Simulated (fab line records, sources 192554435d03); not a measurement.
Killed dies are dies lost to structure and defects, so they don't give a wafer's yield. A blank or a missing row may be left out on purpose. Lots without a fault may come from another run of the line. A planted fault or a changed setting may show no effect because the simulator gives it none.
Chamber matching | flow n5_finfet | N5_HKMG_FIN_ETCH_31 on rie_diel-01: 4 sister chambers
The step etches SiARC in CF4, target depth 45.5 nm, time 75.8 s. 4 wafers are shown with their chamber, then 11 later ones without.

WAFERS WITH THEIR CHAMBER
wafer  | chamber | drypump_motor_current_A (A)
L090.5 | 0       | 5.9
L092.2 | 2       | 5.6
L092.4 | 1       | 6.1
L093.3 | 3       | 6.7

WAFERS WITHOUT THEIR CHAMBER
wafer  | drypump_motor_current_A (A)
L093.5 | 5.6
L093.6 | 6.2
L094.2 | 6.7
L094.3 | 6.1
L094.5 | 5.6
L095.1 | 6.2
L095.4 | 6.7
L095.6 | 6.2
L091.3 | 5.9
L091.4 | 5.6
L091.5 | 5.6

WHICH CHAMBER EACH WENT THROUGH
wafer  | from the rows above | in truth
L093.5 | 2                   | 2
L093.6 | 1                   | 1
L094.2 | 3                   | 3
L094.3 | 1                   | 1
L094.5 | 2                   | 2
L095.1 | 1                   | 1
L095.4 | 3                   | 3
L095.6 | 1                   | 1
L091.3 | 0                   | 0
L091.4 | 2                   | 2
L091.5 | 2                   | 2
Placed correctly: 11 of 11. Can't be placed from these rows: 0. Placed wrongly: 0.
How it was worked out, from the rows above alone: a wafer's distance from a chamber is the root of the sum, over the readings, of the square of ((its reading less the chamber's mean) divided by the reading's scatter). The wafer belongs to the nearest chamber; if the next one is less than 2 further off, it can't be placed. A chamber's mean is the mean of its shown wafers. The scatter: with one shown wafer a chamber, the root of the mean of the squares of how far each hidden wafer lies from its nearest shown one.
